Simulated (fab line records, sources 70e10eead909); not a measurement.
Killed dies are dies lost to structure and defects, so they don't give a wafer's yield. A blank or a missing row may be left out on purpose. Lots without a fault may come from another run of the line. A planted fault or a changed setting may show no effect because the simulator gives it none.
Which tool did it? | flow nand_harc | 24 lots, 72 wafers sampled, at 2 steps of a route of 1302

WHAT THE GAUGES READ, wafer by wafer
NHARC_A_ONON_D2_THK_MEAS_24: measures by ellipsometry. Usual: thk_nm 1000 nm, standard deviation 11.
lot  | measured     | on            | thk_nm (nm)    | flag
L074 | day 12 21:35 | film_metro-01 | 1008 1006 1007 |
L076 | day 13 07:26 | film_metro-02 | 988 988 988    |
L075 | day 13 07:27 | film_metro-01 | 1017 1017 1016 |
L077 | day 14 06:58 | film_metro-02 | 992 994 993    |
L078 | day 14 12:24 | film_metro-02 | 985 984 985    |
L080 | day 15 06:46 | film_metro-01 | 996 994 994    |
L079 | day 15 06:46 | film_metro-02 | 1017 1017 1017 |
L081 | day 16 02:24 | film_metro-01 | 995 995 993    |
L083 | day 16 15:44 | film_metro-01 | 996 997 996    |
L082 | day 16 15:46 | film_metro-01 | 997 999 998    |
L084 | day 17 09:41 | film_metro-02 | 1010 1010 1009 |
L086 | day 17 19:42 | film_metro-01 | 977 977 977    |
L085 | day 17 19:43 | film_metro-02 | 1015 1015 1015 |
L087 | day 18 03:14 | film_metro-02 | 1003 1004 1004 |
L089 | day 19 03:07 | film_metro-01 | 991 993 992    |
L088 | day 19 03:08 | film_metro-02 | 1002 1001 1001 |
L090 | day 19 13:16 | film_metro-01 | 984 985 984    |
L093 | day 20 02:38 | film_metro-02 | 994 994 993    |
L091 | day 20 02:46 | film_metro-02 | 998 999 999    |
L092 | day 20 03:00 | film_metro-01 | 1009 1007 1010 |
L094 | day 20 23:07 | film_metro-02 | 1011 1011 1013 |
L095 | day 21 20:01 | film_metro-01 | 1002 1002 1002 |
L096 | day 21 20:01 | film_metro-02 | 1002 1001 1000 |
L097 | day 22 09:55 | film_metro-02 | 1007 1009 1008 |

NHARC_A_ONON_D2_THK_MEAS_34: measures by ellipsometry. Usual: thk_nm 200.7 nm, standard deviation 2.6.
lot  | measured     | on            | thk_nm (nm)       | flag
L074 | day 12 23:13 | film_metro-01 | 197.2 201.0 198.5 |
L076 | day 13 09:04 | film_metro-02 | 198.9 195.6 198.9 |
L075 | day 13 09:03 | film_metro-01 | 197.0 199.8 202.1 |
L077 | day 14 08:35 | film_metro-01 | 197.9 203.3 199.2 |
L078 | day 14 14:08 | film_metro-02 | 199.5 203.9 205.7 |
L080 | day 15 08:22 | film_metro-01 | 200.7 201.1 202.2 |
L079 | day 15 08:22 | film_metro-02 | 201.9 199.2 200.8 |
L081 | day 16 04:00 | film_metro-01 | 197.0 199.4 197.5 |
L083 | day 16 17:20 | film_metro-01 | 199.8 200.0 201.6 |
L082 | day 16 17:37 | film_metro-01 | 197.0 199.6 202.5 |
L084 | day 17 11:17 | film_metro-02 | 197.0 198.8 203.8 |
L086 | day 17 21:19 | film_metro-01 | 200.6 202.9 201.2 |
L085 | day 17 21:19 | film_metro-02 | 196.7 203.3 202.8 |
L087 | day 18 04:50 | film_metro-01 | 199.1 201.0 201.8 |
L089 | day 19 04:43 | film_metro-02 | 195.7 203.4 199.0 |
L088 | day 19 04:45 | film_metro-02 | 202.5 200.8 204.9 |
L090 | day 19 14:53 | film_metro-01 | 196.6 199.7 202.0 |
L093 | day 20 04:15 | film_metro-02 | 199.9 205.1 207.1 |
L091 | day 20 04:31 | film_metro-02 | 201.2 204.9 199.0 |
L092 | day 20 04:47 | film_metro-01 | 201.6 199.5 201.2 |
L094 | day 21 00:46 | film_metro-02 | 199.2 203.9 204.9 |
L095 | day 21 21:38 | film_metro-02 | 200.2 202.6 202.9 |
L096 | day 21 21:38 | film_metro-01 | 199.1 201.6 197.9 |
L097 | day 22 11:31 | film_metro-01 | 199.6 202.8 204.0 |

WHICH TOOL RAN EACH LOT (tool, then ch and the chambers of the sampled wafers, then the start)
The record holds no process step before these readings.

WHAT THE TOOLS THEMSELVES READ (means of the sampled wafers that have a number; where no wafer has one, the mark that the record gives instead)
The record holds no such reading with a usual standard deviation.

THE ANSWER, worked out from the rows above alone
Rule: a lot is off if the mean of its wafers that have a number lies more than 3 standard deviations from the usual mean. A lot without any number at a reading at which 4 lots or more have one is off too. The other lots that the step has rows for count as sound. The gauges are gone through in route order, then the tools' own readings, and for those a lot's mean is taken as printed above. The first step at which some lot is off is used, and at that step the reading that is off furthest; a lot without a number counts as furthest.
No lot is off at any reading shown: from this, nothing can be told.

WHAT THE SIMULATOR HAD PUT IN
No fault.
